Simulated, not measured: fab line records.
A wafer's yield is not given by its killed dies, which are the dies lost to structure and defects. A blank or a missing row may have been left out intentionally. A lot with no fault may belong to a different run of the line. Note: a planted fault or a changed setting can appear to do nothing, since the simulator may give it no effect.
Matching of chambers + flow n5-finfet + pecvd-01 running N5_BEOL_M9_PECVD_70: 3 sister chambers
The step deposits SiO2 from TEOS/O2, target thk 20 nm, time 22.7 s. 6 wafers are shown with their chamber, then 8 later ones without.

## WAFERS WITH THEIR CHAMBER
| wafer  | chamber | throttle-valve-pct (%) | showerhead-plenum-p-Torr (Torr) |
|--------|---------|------------------------|---------------------------------|
| L261.2 | 0       | 22.1                   | 8.92                            |
| L261.5 | 0       | 22.4                   | 8.94                            |
| L262.2 | 2       | 24.0                   | 8.82                            |
| L262.4 | 1       | 22.1                   | 8.92                            |
| L262.5 | 1       | 21.9                   | 8.93                            |
| L260.1 | 2       | 24.4                   | 8.79                            |

## WAFERS WHOSE CHAMBER IS MISSING
| wafer  | throttle-valve-pct (%) | showerhead-plenum-p-Torr (Torr) |
|--------|------------------------|---------------------------------|
| L260.4 | 24.2                   | 8.81                            |
| L260.6 | 22.4                   | 8.92                            |
| L271.1 | 22.5                   | 8.93                            |
| L271.3 | 24.2                   | 8.79                            |
| L271.5 | 22.3                   | 8.93                            |
| L275.2 | 22.5                   | 8.92                            |
| L275.3 | 22.2                   | 8.89                            |
| L275.4 | 22.0                   | 8.91                            |

## WHICH CHAMBER EACH WENT THROUGH
| wafer  | from the rows above     | in truth |
|--------|-------------------------|----------|
| L260.4 | 2                       | 2        |
| L260.6 | can't be placed: 0 or 1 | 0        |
| L271.1 | can't be placed: 0 or 1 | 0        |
| L271.3 | 2                       | 2        |
| L271.5 | can't be placed: 0 or 1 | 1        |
| L275.2 | can't be placed: 0 or 1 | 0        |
| L275.3 | can't be placed: 1 or 0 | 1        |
| L275.4 | can't be placed: 1 or 0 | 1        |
Correctly placed: 2 of 8. Not placeable from these rows: 6 (in 6, the candidates include the true chamber). 0 placed wrongly.
How it was worked out, from the rows above alone: a wafer's distance from a chamber is the root of the sum, over the readings, of the square of ((its reading less the chamber's mean) divided by the reading's scatter). The wafer belongs to the nearest chamber; if the next one is less than 2 further off, it can't be placed. The mean given for a chamber averages the wafers shown for that chamber. The scatter is the square root of a quotient: the sum, over the shown wafers, of each reading's squared deviation from its chamber's mean, divided by wafers minus chambers.
